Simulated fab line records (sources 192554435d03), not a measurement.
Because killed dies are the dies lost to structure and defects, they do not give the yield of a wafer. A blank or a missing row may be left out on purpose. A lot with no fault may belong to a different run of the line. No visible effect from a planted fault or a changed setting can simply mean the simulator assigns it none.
fab line records	flow n5_finfet
record: lots: 6	wafers: 17	last_day: 17
route steps=1938 shown BEOL_M2@878 BEOL_M4@1111 PASSIVATION@1936
lots untouched by any fault: they come from a run of this same line in which no faults occurred
start_h: start of the lot's first displayed wafer, in hours after the record's first day	wait_h: how many hours have passed since the lot's step before this one	" the same as in the row above	L1.1+2: one row covering several wafers at once	- no value, or no start given	* or withheld: withheld	< > ~ a bound
route shown NAME@n: a module of which the file shows steps, and the number in the route of the first	usual: mean and standard deviation over wafers with no fault	same: alike in all rows	chamber/n: place in a boat	sites: each site's reading	_std_site: standard deviation across them	_edge_site: outer sites' mean less inner sites'	radius_mm: for every site, how far away it sits from the centre of the wafer	mask NAME#n: copy n	behind: the last tool/chamber to shape the wafer	hold: why the lot was held/for how many hours/how that ended	device: names the non-switching transistor (n, p or np)	end of line: the same wafers' tests at the end of the route	a step with no rows: only its recipe	killed: dies lost to structure and defects at the first sort, not the wafer's yield	map: a wafer's dies, x killed, . not, _ none there
set.NAME: setting as actually run; set.NAME@STEP: the setting as run at that earlier step	model.NAME: the simulator's own value behind a step, which no gauge read
lots at selected steps of the route; one table per step, one row per wafer
services: from which hour (start_h, from the record's first day; less than 0 if before it) a tool's chamber was out of use, for how many hours, and why
== steps ==
step: N5_BEOL_M2_INSPECT_30
recipe: mode: adi	inspect_instrument: brightfield
usual: raw_defect_count: 368/75
lot.wafer	tool	chamber	start_h	wait_h	raw_defect_count
L576.1	defect_inspect-02	-	152.22	0.1	341
L576.2	"	-	"	"	274
L576.3	"	-	"	"	254
L575.1	defect_inspect-02	-	152.69	0.1	345
L575.2	"	-	"	"	313
L575.6	"	-	"	"	323
L578.4	defect_inspect-02	-	164.56	0.0	341
L578.5	"	-	"	"	304
L578.6	"	-	"	"	342
L590.2	defect_inspect-01	-	243.07	0.0	401
L590.3	"	-	"	"	299
L590.4	"	-	"	"	411
L593.4	defect_inspect-01	-	256.55	0.0	490
L593.6	"	-	"	"	392
L594.2	defect_inspect-02	-	262.49	0.0	200
L594.3	"	-	"	"	303
L594.5	"	-	"	"	446
step: N5_BEOL_M2_DESCUM_33
recipe: chemistry: O2	time_s: 7	source_power_w: 50	bias_power_w: 20	pressure_mtorr: 20	rf_frequency_hz: 2.712e+07	temp_c: 40	resist: CAR-EUV	o2_flow_sccm: 225
step: N5_BEOL_M2_ETCH_77
recipe: chemistry: N2/H2	target: underlayer	target_depth_a: 65	mask_material: CAR-EUV	time_s: 5.2	ion_energy_ev: 200	pressure_mtorr: 30	source_w: 840	bias_w: 150	n2_flow_sccm: 200	h2_flow_sccm: 200	ends: cleared
usual: bias_w: 149.9/0.43	chamber_pressure_mTorr: 30.00/0.042	drypump_motor_current_A: 5.4/0.44	etch_rf_on_time_s: 5.25/0.24	n2_flow_sccm: 200.0/0.59	oes_product_au: 0.67/0.051	rf_vpp_V: 525.0/2.6	showerhead_plenum_p_Torr: 2.59/0.078	throttle_valve_pct: 17.91/0.28
lot.wafer	tool	chamber	start_h	wait_h	bias_w	chamber_pressure_mTorr	drypump_motor_current_A	etch_rf_on_time_s	n2_flow_sccm	oes_product_au	rf_hours_counter_h	rf_vpp_V	showerhead_plenum_p_Torr	throttle_valve_pct
L576.1	rie_diel-02	3	152.29	0.0	150.0	30.02	5.2	4.88	200.0	0.67	127	524.5	2.57	18.03
L576.2	"	0	"	"	149.5	30.03	4.9	5.12	199.1	0.67	149	523.4	2.56	17.92
L576.3	"	2	"	"	149.5	29.99	6.4	5.23	199.6	0.72	46	526.1	2.66	17.52
L575.1	rie_diel-02	1	152.75	0.0	150.1	29.98	4.9	5.62	200.4	0.66	93	527.8	2.69	17.92
L575.2	"	0	"	"	149.4	29.94	4.9	5.18	200.4	0.65	149	524.8	2.56	17.93
L575.6	"	1	"	"	149.7	30.08	5.0	5.65	201.1	0.66	-	526.9	2.69	17.91
L578.4	rie_diel-01	1	164.63	0.0	150.6	30.00	5.7	5.22	199.9	0.76	21	526.5	2.72	18.14
L578.5	"	3	"	"	150.0	30.05	5.7	5.22	201.2	0.65	-	525.0	2.56	18.20
L578.6	"	0	"	"	150.3	29.93	6.1	5.19	200.0	0.59	-	519.2	2.41	18.25
L590.2	rie_diel-02	0	243.34	0.0	149.8	29.95	4.9	5.26	199.5	0.64	172	524.9	2.55	17.96
L590.3	"	2	"	"	150.5	29.96	6.4	5.31	199.8	0.69	74	529.4	2.65	17.55
L590.4	"	1	"	"	150.0	30.02	5.0	5.73	199.6	0.64	119	530.0	2.68	17.93
L593.4	rie_diel-02	2	256.79	0.0	149.6	30.00	6.3	5.24	199.6	0.69	78	527.5	2.65	17.59
L593.6	"	1	"	"	149.4	30.03	5.0	5.64	199.6	0.64	-	527.6	2.68	17.94
L594.2	rie_diel-01	3	262.56	0.0	149.5	30.00	5.7	5.30	200.8	0.63	153	524.8	2.54	18.26
L594.3	"	2	"	"	149.8	30.06	5.2	5.57	199.7	0.64	119	521.6	2.57	17.65
L594.5	"	2	"	"	150.6	29.97	5.2	5.59	199.5	0.64	-	523.9	2.57	17.61
step: N5_BEOL_M2_ETCH_69
recipe: chemistry: CF4	target: SiARC	target_depth_a: 156	mask_material: CAR-EUV	time_s: 26	ion_energy_ev: 80	pressure_mtorr: 40	source_w: 545	bias_w: 36	Ar_flow_sccm: 100	cf4_flow_sccm: 100	ends: cleared
step: N5_BEOL_M2_ALD_98
recipe: material: SiO2	target_thk_a: 25	temp_c: 100	ald_precursor_family: BDEAS	ald_co_reactant: O2-plasma	pulse_time_s: 1	co_reactant_pulse_time_s: 1	purge_time_s: 2	co_reactant_purge_time_s: 2	ald_cycles: 17	pressure_torr: 2
usual: chamber_pressure_Torr: 2.000/0.0044	heater_power_w: 76/6	precursor_pulse_height_rel: 1.000/0.021
lot.wafer	tool	chamber	start_h	wait_h	chamber_pressure_Torr	heater_power_w	precursor_pulse_height_rel
L576.1	ald_sin-01	2	153.68	1.3	2.000	76	0.986
L576.2	"	1	"	"	2.002	85	0.992
L576.3	"	0	"	"	2.000	71	1.031
L575.1	ald_sin-01	0	153.78	1.0	1.995	70	1.004
L575.2	"	3	"	"	2.000	71	1.017
L575.6	"	1	"	"	2.008	85	1.001
L578.4	ald_sin-02	2	165.01	0.3	2.001	87	1.038
L578.5	"	1	"	"	1.999	72	1.025
L578.6	"	2	"	"	2.001	87	0.994
L590.2	ald_sin-01	3	243.44	0.1	2.002	72	1.016
L590.3	"	1	"	"	2.002	83	0.961
L590.4	"	0	"	"	2.003	69	0.998
L593.4	ald_sin-01	0	257.00	0.2	1.996	72	1.016
L593.6	"	1	"	"	1.997	84	1.000
L594.2	ald_sin-01	1	262.66	0.1	2.005	85	1.019
L594.3	"	0	"	"	1.991	71	1.010
L594.5	"	1	"	"	2.004	84	0.988
step: N5_BEOL_M2_ETCHBACK_99
recipe: chemistry: CHF3	target: SiO2	target_depth_a: 50	time_s: 10.4	source_w: 215	bias_w: 47	Ar_flow_sccm: 200	CHF3_flow_sccm: 12	ion_energy_ev: 100	pressure_mtorr: 30
usual: chamber_pressure_mTorr: 29.998/0.027	drypump_motor_current_A: 5.5/0.43	oes_product_au: 0.79/0.065	rf_vpp_V: 244/4.4	showerhead_plenum_p_Torr: 2.19/0.078	throttle_valve_pct: 17.08/0.25
lot.wafer	tool	chamber	start_h	wait_h	chamber_pressure_mTorr	drypump_motor_current_A	oes_product_au	rf_hours_counter_h	rf_vpp_V	showerhead_plenum_p_Torr	throttle_valve_pct
L576.1	rie_diel-05	2	153.80	0.1	29.995	5.2	0.68	240	242	2.20	17.03
L576.2	"	1	"	"	30.016	5.6	0.79	124	251	2.26	16.71
L576.3	"	0	"	"	30.019	5.4	0.91	41	237	2.11	17.13
L575.1	rie_diel-01	0	153.90	0.1	30.034	6.0	0.70	234	246	2.02	17.29
L575.2	"	2	"	"	29.991	5.2	0.79	75	246	2.17	16.64
L575.6	"	1	"	"	30.025	5.7	0.89	-	249	2.29	17.23
L578.4	rie_diel-01	1	169.07	4.0	30.019	5.7	0.89	23	250	2.29	17.25
L578.5	"	2	"	"	29.981	5.2	0.79	-	245	2.16	16.64
L578.6	"	3	"	"	29.988	5.7	0.77	-	240	2.17	17.40
L590.2	rie_diel-02	1	245.82	2.3	29.978	5.0	0.76	120	243	2.28	17.15
L590.3	"	2	"	"	29.976	6.4	0.82	75	237	2.29	17.15
L590.4	"	0	"	"	29.971	4.9	0.75	173	249	2.12	16.90
L593.4	rie_diel-01	2	259.66	2.6	29.979	5.2	0.76	-	246	2.15	16.72
L593.6	"	3	"	"	29.983	5.7	0.73	-	240	2.16	17.46
L594.2	rie_diel-01	1	274.00	11.3	29.973	5.7	0.81	64	249	2.28	17.32
L594.3	"	3	"	"	29.961	5.7	0.73	156	239	2.16	17.48
L594.5	"	3	"	"	29.965	5.7	0.72	-	238	2.16	17.47
step: N5_BEOL_M2_ETCH_70
recipe: chemistry: N2/H2	target: SOC	target_depth_a: 800	overetch_a: 240	mask_material: SiARC	temp_c: 40	time_s: 130	ion_energy_ev: 200	pressure_mtorr: 30	source_w: 840	bias_w: 150	n2_flow_sccm: 200	h2_flow_sccm: 200
step: N5_BEOL_M2_STRIP_71
recipe: chemistry: N2/H2	temp_c: 40	n2_flow_sccm: 200	h2_flow_sccm: 200	rf_frequency_hz: 6e+07
step: N5_BEOL_M2_STRIP_78
recipe: chemistry: N2/H2	temp_c: 40	n2_flow_sccm: 200	h2_flow_sccm: 200	rf_frequency_hz: 6e+07
step: N5_BEOL_M2_VIA_ETCH_34
recipe: chemistry: C4F6/O2	target_depth_a: 694	mask_material: SOC	pressure_mtorr: 15	ion_energy_ev: 250	taper_deg: 4	time_s: 65.9	source_w: 350	bias_w: 170	Ar_flow_sccm: 300	C4F6_flow_sccm: 10	O2_flow_sccm: 10
step: N5_BEOL_M2_STRIP_83
recipe: chemistry: C4F6/O2	resist: SiARC	rf_frequency_hz: 6e+07
step: N5_BEOL_M2_STRIP_36
recipe: chemistry: N2/H2	power_w: 450	temp_c: 40	pressure_mtorr: 20	rf_frequency_hz: 6e+07	overash_fraction: 0.3	bias_power_w: 7	h2_frac: 0.5	n2_flow_sccm: 200	h2_flow_sccm: 200
usual: chamber_pressure_mTorr: 19.999/0.029	drypump_motor_current_A: 5.5/0.43	n2_flow_sccm: 200.0/0.58	oes_product_au: 0.80/0.065	rf_vpp_V: 59.2/1.4	showerhead_plenum_p_Torr: 2.59/0.084	throttle_valve_pct: 23.8/0.36
lot.wafer	tool	chamber	start_h	wait_h	chamber_pressure_mTorr	drypump_motor_current_A	n2_flow_sccm	oes_product_au	rf_hours_counter_h	rf_vpp_V	showerhead_plenum_p_Torr	throttle_valve_pct
L576.1	rie_diel-05	2	154.00	0.0	20.034	5.2	200.4	0.69	240	61.1	2.63	23.9
L576.2	"	1	"	"	19.994	5.6	199.7	0.78	124	59.9	2.63	22.7
L576.3	"	0	"	"	20.014	5.4	198.7	0.91	41	56.8	2.46	23.9
L575.1	rie_diel-01	0	154.10	0.0	20.027	6.0	201.2	0.70	234	60.5	2.41	24.1
L575.2	"	2	"	"	20.012	5.2	200.7	0.81	75	59.0	2.58	23.4
L575.6	"	1	"	"	19.977	5.7	200.5	0.92	-	60.1	2.72	24.1
L578.4	rie_diel-01	1	169.27	0.0	20.003	5.7	201.1	0.89	23	63.0	2.71	24.1
L578.5	"	2	"	"	20.006	5.2	199.9	0.81	-	57.7	2.58	23.4
L578.6	"	3	"	"	20.019	5.7	200.4	0.76	-	58.4	2.55	24.1
L590.2	rie_diel-02	1	246.02	0.0	20.031	5.0	199.6	0.78	120	57.3	2.68	23.8
L590.3	"	2	"	"	20.055	6.3	199.0	0.84	75	59.7	2.65	23.2
L590.4	"	0	"	"	19.994	4.9	200.0	0.76	174	61.4	2.54	23.9
L593.4	rie_diel-01	2	259.86	0.0	19.969	5.2	199.6	0.77	-	59.0	2.56	23.4
L593.6	"	3	"	"	20.026	5.7	200.4	0.75	-	59.7	2.53	24.1
L594.2	rie_diel-01	1	274.21	0.0	20.007	5.7	199.4	0.83	64	55.9	2.70	24.2
L594.3	"	3	"	"	19.968	5.7	200.2	0.74	156	58.2	2.53	24.1
L594.5	"	3	"	"	19.987	5.7	200.2	0.73	-	58.6	2.53	24.1
step: N5_BEOL_M2_TRENCH_ETCH_37
recipe: chemistry: C4F6/O2	target_depth_a: 555.55	target: SiOC	time_s: 29.2	ion_energy_ev: 250	pressure_mtorr: 30	source_w: 355	bias_w: 185	Ar_flow_sccm: 300	C4F6_flow_sccm: 10	O2_flow_sccm: 10
usual: C4F6_flow_sccm: 10.00/0.035	bias_w: 185.0/0.61	chamber_pressure_mTorr: 30.001/0.029	drypump_motor_current_A: 5.5/0.44	oes_product_au: 0.79/0.064	rf_vpp_V: 674/12	showerhead_plenum_p_Torr: 2.89/0.099	throttle_valve_pct: 20.87/0.27
lot.wafer	tool	chamber	start_h	wait_h	C4F6_flow_sccm	bias_w	chamber_pressure_mTorr	drypump_motor_current_A	oes_product_au	rf_hours_counter_h	rf_vpp_V	showerhead_plenum_p_Torr	throttle_valve_pct
L576.1	rie_diel-05	2	154.04	-	9.99	184.7	30.020	5.2	0.68	240	672	2.90	20.74
L576.2	"	1	"	"	10.01	184.7	29.982	5.6	0.77	124	693	2.98	20.45
L576.3	"	0	"	"	9.97	183.2	29.962	5.4	0.92	41	656	2.79	20.98
L575.1	rie_diel-01	0	154.14	-	9.98	200.0	30.006	6.1	0.71	234	722	2.67	21.00
L575.2	"	2	"	"	9.99	200.0	29.998	5.2	0.80	75	721	2.87	20.41
L575.6	"	1	"	"	10.03	199.2	29.993	5.7	0.92	-	727	3.02	21.08
L578.4	rie_diel-01	1	169.31	-	9.99	199.4	30.015	5.7	0.89	23	726	3.02	21.11
L578.5	"	2	"	"	9.96	198.8	30.005	5.2	0.80	-	720	2.86	20.40
L578.6	"	3	"	"	10.00	198.9	30.005	5.7	0.77	-	699	2.87	21.23
L590.2	rie_diel-02	1	246.06	-	10.06	185.9	30.029	5.0	0.76	120	669	3.01	20.98
L590.3	"	2	"	"	9.94	184.2	29.999	6.3	0.82	75	656	3.02	20.99
L590.4	"	0	"	"	10.01	185.1	30.019	4.9	0.76	174	687	2.81	20.64
L593.4	rie_diel-01	2	259.90	-	10.05	184.8	29.969	5.2	0.76	-	680	2.85	20.47
L593.6	"	3	"	"	9.95	185.1	29.983	5.7	0.74	-	660	2.86	21.28
L594.2	rie_diel-01	1	274.25	-	9.96	186.2	29.982	5.7	0.81	65	685	3.00	21.14
L594.3	"	3	"	"	9.95	184.9	29.956	5.7	0.72	156	659	2.85	21.29
L594.5	"	3	"	"	10.02	184.1	29.981	5.7	0.73	-	660	2.85	21.28
step: N5_BEOL_M2_ETCH_41
recipe: chemistry: CH3F/O2	target: SiCN	target_depth_a: 299	taper_deg: 2	time_s: 52.5	ion_energy_ev: 120	mask_material: TiN	pressure_mtorr: 30	source_w: 395	bias_w: 75	Ar_flow_sccm: 150	CH3F_flow_sccm: 30	O2_flow_sccm: 20
usual: bias_w: 75.01/0.22	chamber_pressure_mTorr: 29.998/0.027	drypump_motor_current_A: 5.5/0.43	oes_product_au: 0.79/0.065	rf_vpp_V: 298.1/1.6	showerhead_plenum_p_Torr: 2.03/0.073	throttle_valve_pct: 16.33/0.24
lot.wafer	tool	chamber	start_h	wait_h	bias_w	chamber_pressure_mTorr	drypump_motor_current_A	oes_product_au	rf_hours_counter_h	rf_vpp_V	showerhead_plenum_p_Torr	throttle_valve_pct
L576.1	rie_diel-05	2	-	-	74.76	30.041	5.2	0.68	240	297.8	2.04	16.31
L576.2	"	1	"	"	74.89	29.958	5.6	0.78	124	301.2	2.10	15.96
L576.3	"	0	"	"	75.11	30.023	5.4	0.92	41	296.5	1.96	16.34
L575.1	rie_diel-01	0	-	-	75.27	29.962	6.1	0.70	234	296.0	1.87	16.52
L575.2	"	2	"	"	75.28	30.012	5.2	0.80	75	298.5	2.01	15.89
L575.6	"	1	"	"	74.94	29.999	5.7	0.91	-	300.5	2.13	16.49
L578.4	rie_diel-01	1	-	-	74.73	30.019	5.7	0.90	23	301.0	2.13	16.50
L578.5	"	2	"	"	74.64	30.006	5.2	0.79	-	298.3	2.01	15.89
L578.6	"	3	"	"	75.01	29.997	5.7	0.76	-	295.6	2.02	16.63
L590.2	rie_diel-02	1	-	-	74.93	29.965	5.0	0.76	120	299.5	2.11	16.35
L590.3	"	2	"	"	74.79	29.936	6.3	0.82	75	299.3	2.13	16.37
L590.4	"	0	"	"	74.75	29.971	4.9	0.74	174	297.3	1.97	16.18
L593.4	rie_diel-01	2	-	-	75.02	30.039	5.2	0.76	-	297.2	2.00	15.99
L593.6	"	3	"	"	74.66	29.947	5.7	0.74	-	298.2	2.01	16.70
L594.2	rie_diel-01	1	-	-	75.41	30.017	5.7	0.80	65	299.0	2.12	16.58
L594.3	"	3	"	"	74.92	29.985	5.7	0.72	156	296.6	2.00	16.72
L594.5	"	3	"	"	75.06	30.017	5.7	0.73	-	297.2	2.00	16.69
step: N5_BEOL_M4_RC_MEAS_101
usual: DIBL_N: 37.4/2.1	DIBL_P: 37.8/2.5	IOFF_N: 0.19/0.045	IOFF_P: 0.24/0.05	ION_N: 682/16	ION_P: 467/11	SS_N: 71.9/0.67	SS_P: 73.6/0.76	VT_N: 247/3.6	VT_P: -248/3.6
lot.wafer	tool	chamber	start_h	wait_h	DIBL_N[mV/V]	DIBL_P[mV/V]	IOFF_N[nA/um]	IOFF_P[nA/um]	ION_N[uA/um]	ION_P[uA/um]	SS_N[mV/dec]	SS_P[mV/dec]	VT_N[mV]	VT_P[mV]
L576.1	prober-01	0	181.06	0.0	36.4	36.1	0.15	0.19	671	466	71.7	72.6	251	-252
L576.2	"	0	"	"	35.5	35.7	0.14	0.19	683	472	71.5	72.5	252	-254
L576.3	"	0	"	"	35.4	36.2	0.12	0.21	642	446	71.4	73.5	256	-252
L575.1	prober-02	0	185.04	0.0	37.3	35.2	0.18	0.21	694	471	70.8	73.0	247	-250
L575.2	"	0	"	"	41.5	41.1	0.28	0.34	688	470	72.9	74.8	241	-244
L575.6	"	0	"	"	40.4	39.2	0.27	0.28	711	475	72.1	73.7	242	-247
L578.4	prober-02	0	191.56	0.5	34.0	35.7	0.15	0.22	661	465	71.8	73.2	247	-249
L578.5	"	0	"	"	35.2	37.0	0.16	0.25	685	480	71.8	73.4	246	-246
L578.6	"	0	"	"	36.0	35.8	0.17	0.22	683	470	71.3	73.1	247	-247
L590.2	prober-01	0	283.53	0.2	38.0	38.2	0.18	0.26	689	472	72.0	73.7	247	-247
L590.3	"	0	"	"	42.4	45.0	0.33	0.41	725	500	72.3	74.9	239	-240
L590.4	"	0	"	"	36.9	36.4	0.15	0.21	686	474	72.1	72.7	249	-250
L593.4	prober-02	0	288.53	0.5	36.0	34.2	0.15	0.21	652	453	71.8	73.1	255	-249
L593.6	"	0	"	"	37.8	37.1	0.20	0.28	711	489	71.2	74.0	244	-244
L594.2	prober-02	0	299.78	0.2	37.0	39.7	0.20	0.29	682	475	71.6	73.8	243	-244
L594.3	"	0	"	"	34.8	35.6	0.14	0.20	678	472	71.7	73.1	252	-251
L594.5	"	0	"	"	35.6	37.0	0.16	0.22	698	480	71.1	73.0	247	-248
step: N5_PASSIVATION_PROBE_49
usual: defect_limited_yield: 90.9/1.6	killed_at_M0_to_M3: 34/10	killed_at_M4_up: 13/5.4	killed_at_contacts: 13/6	killed_at_front_end: 42/13	killed_at_other: 4/3.2	killed_dies: 107/18	killed_open: 69/14	killed_short: 35/7.7	sort_bin_4_leakage: 0.02/0.17	sort_bin_5_function: 5.3/1	sort_bin_6_memory: 3.3/0.75	sort_bin_8_speed: 0.00/0.015	sort_n_pass: 1073/19	sort_yield_pct: 90.9/1.6
same: gross_dies: 1180	killed_at_back_side: 0
lot.wafer	tool	chamber	start_h	wait_h	defect_limited_yield[%]	killed_at_M0_to_M3	killed_at_M4_up	killed_at_contacts	killed_at_front_end	killed_at_other	killed_dies	killed_open	killed_short	sort_bin_4_leakage[%]	sort_bin_5_function[%]	sort_bin_6_memory[%]	sort_bin_8_speed[%]	sort_n_pass	sort_yield_pct[%]
L578.4	prober-01	-	289.65	0.2	93.5	26	10	19	20	2	77	48	27	0	3.4	2.7	0	1103	93.5
L578.5	prober-01	-	289.70	0.2	92.1	21	17	7	39	9	93	56	30	0	4.4	2.8	0	1087	92.1
L578.6	prober-01	-	289.75	0.3	90.7	46	7	18	37	2	110	63	42	0	5.5	3.7	0	1070	90.7
L590.2	prober-01	-	388.65	0.1	91.5	42	14	14	25	5	100	64	34	0	5.2	3.1	0	1080	91.5
L590.3	prober-01	-	388.70	0.1	91.1	44	24	9	26	2	105	77	23	1.61	5.2	3.3	0.08	1056	89.5
L590.4	prober-01	-	388.75	0.2	90.6	51	17	10	25	8	111	66	41	0	5.3	3.8	0	1069	90.6
L593.4	prober-01	-	395.05	0.2	92.1	15	11	14	52	1	93	60	26	0	5.4	2.3	0	1087	92.1
L593.6	prober-01	-	395.15	0.3	91.4	39	9	12	37	4	101	66	34	0	4.8	3.6	0	1079	91.4
L594.2	prober-02	-	400.82	0.1	92.4	32	21	12	23	2	90	69	18	0	5.1	2.5	0	1090	92.4
L594.3	prober-02	-	400.87	0.1	90.8	26	18	13	50	2	109	73	35	0	6.0	2.9	0	1071	90.8
L594.5	prober-02	-	400.97	0.2	92.6	22	15	14	32	4	87	57	29	0	4.1	2.7	0	1093	92.6
killed by level:class
L578.4 MOL_CONTACT_COAG:geometric_particle:open=12 BEOL_M0_SAQP:geometric_particle:short=9 BEOL_M0_SAQP:geometric_particle:open=7 MOL_CONTACT_COAG:geometric_particle:short=6 STARTING-WAFER:geometric_particle:short=4 BEOL_M1:geometric_particle:open=3 BEOL_M4:geometric_particle:open=3 BEOL_M2:geometric_particle:open=3
L578.5 BEOL_M4:geometric_particle:open=10 FIN_SAQP:geometric_particle:short=9 BEOL_M0_SAQP:geometric_particle:open=6 BEOL_M2:geometric_particle:open=6 HKMG_FIN:area_etch=5 DUMMY_GATE:geometric_particle:open=4 MOL_CONTACT_COAG:geometric_particle:open=4 BEOL_M2:geometric_particle:short=4
L578.6 BEOL_M0_SAQP:geometric_particle:short=15 BEOL_M0_SAQP:geometric_particle:open=11 BEOL_M2:geometric_particle:open=10 MOL_CONTACT_COAG:geometric_particle:open=9 DUMMY_GATE:geometric_particle:open=8 FIN_SAQP:geometric_particle:short=5 MOL_CONTACT_COAG:geometric_particle:short=5 FIN_SAQP:geometric_particle:open=4
L590.2 BEOL_M0_SAQP:geometric_particle:open=14 BEOL_M0_SAQP:geometric_particle:short=12 STI_FIN_REVEAL:geometric_particle:open=9 MOL_CONTACT_COAG:geometric_particle:open=7 BEOL_M4:geometric_particle:open=7 MOL_CONTACT_COAG:geometric_particle:short=6 BEOL_M2:geometric_particle:open=6 FIN_SAQP:geometric_particle:short=5
L590.3 BEOL_M4:geometric_particle:open=20 BEOL_M0_SAQP:geometric_particle:open=11 BEOL_M0_SAQP:geometric_particle:short=8 BEOL_M2:geometric_particle:open=7 FIN_SAQP:geometric_particle:open=6 MOL_CONTACT_COAG:geometric_particle:open=6 BEOL_M3:geometric_particle:open=6 GATE_CUT:geometric_particle:short=5
L590.4 BEOL_M0_SAQP:geometric_particle:open=15 BEOL_M0_SAQP:geometric_particle:short=11 BEOL_M1:geometric_particle:open=9 GATE_CUT:geometric_particle:short=7 BEOL_M4:geometric_particle:open=7 PAD_METAL:geometric_particle:short=6 DUMMY_GATE:geometric_particle:open=5 MOL_CONTACT_COAG:geometric_particle:open=5
L593.4 FIN_SAQP:geometric_particle:open=13 MOL_CONTACT_COAG:geometric_particle:open=9 FIN_SAQP:geometric_particle:short=8 STI_FIN_REVEAL:geometric_particle:open=7 FIN_CUT:area_etch=6 DUMMY_GATE:geometric_particle:open=5 MOL_CONTACT_COAG:geometric_particle:short=5 BEOL_M0_SAQP:geometric_particle:open=4
L593.6 BEOL_M0_SAQP:geometric_particle:short=13 FIN_SAQP:geometric_particle:open=12 MOL_CONTACT_COAG:geometric_particle:open=10 BEOL_M3:geometric_particle:open=9 FIN_SAQP:geometric_particle:short=6 STI_FIN_REVEAL:geometric_particle:open=6 BEOL_M0:geometric_particle:open=6 BEOL_M0_SAQP:geometric_particle:open=5
L594.2 MOL_CONTACT_COAG:geometric_particle:open=11 BEOL_M2:geometric_particle:open=9 BEOL_M4:geometric_particle:open=8 STI_FIN_REVEAL:geometric_particle:open=7 BEOL_M1:geometric_particle:open=6 FIN_SAQP:geometric_particle:open=4 BEOL_M3:geometric_particle:open=4 BEOL_M0_SAQP:geometric_particle:open=4
L594.3 STI_FIN_REVEAL:geometric_particle:open=15 BEOL_M4:geometric_particle:open=12 MOL_CONTACT_COAG:geometric_particle:open=8 BEOL_M2:geometric_particle:open=8 FIN_SAQP:geometric_particle:open=5 STI_FIN_REVEAL:geometric_particle:short=5 MOL_CONTACT_COAG:geometric_particle:short=5 BEOL_M3:geometric_particle:open=5
L594.5 MOL_CONTACT_COAG:geometric_particle:open=11 STI_FIN_REVEAL:geometric_particle:open=10 BEOL_M4:geometric_particle:open=7 FIN_SAQP:geometric_particle:open=5 GATE_CUT:geometric_particle:open=5 BEOL_M0_SAQP:geometric_particle:short=5 BEOL_M1:geometric_particle:open=5 BEOL_M0_SAQP:geometric_particle:open=4
== services ==
tool	chamber	start_h	hours	kind
rie_diel-02	2	136.70	8.8	repair
ald_sin-02	1	144.57	6.7	repair
rie_diel-02	-	154.74	14.6	pm
rie_diel-05	2	159.38	5.2	repair
ald_sin-01	-	163.46	6.0	pm
rie_diel-02	1	170.92	3.2	repair
rie_diel-05	2	185.33	-	clean
rie_diel-05	2	185.33	-	consumable_replace:focus_ring
rie_diel-05	2	185.33	22.6	scheduled_down
rie_diel-05	2	185.33	22.6	vent_cycle
ald_sin-01	2	186.19	5.7	repair
rie_diel-01	0	194.65	-	clean
rie_diel-01	0	194.65	-	consumable_replace:focus_ring
rie_diel-01	0	194.65	-	consumable_replace:showerhead
rie_diel-01	0	194.65	18.3	scheduled_down
rie_diel-01	0	194.65	18.3	vent_cycle
rie_diel-02	-	201.05	2.8	pm
ald_sin-02	2	231.91	6.0	repair
ald_sin-01	0	248.39	4.8	repair
ald_sin-01	2	264.31	17.2	repair
rie_diel-05	3	264.39	4.8	repair
ald_sin-02	-	268.35	14.0	pm
ald_sin-02	0	268.35	14.0	vent_cycle
rie_diel-05	-	272.79	2.8	pm
== key ==
first_sign: step: N5_BEOL_M2_TRENCH_ETCH_37	reading: bias_w	direction: up	sigmas: 24	usual: *	struck: *
effect: step: N5_BEOL_M2_TRENCH_ETCH_37	reading: rf_vpp_V	direction: up	sigmas: 3.7	usual: 674	struck: 719
met_at N5_BEOL_M2_TRENCH_ETCH_37
struck_wafers L575.1,L575.2,L575.6,L578.4,L578.5,L578.6
fault: kind: process_parameter_drift	tool: rie_diel-01	chamber: -	onset_h: 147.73	steps: N5_BEOL_M2_TRENCH_ETCH_37	channel: bias_w	offset: *	shape: step	end_h: 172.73	acts_in: *	stated: *
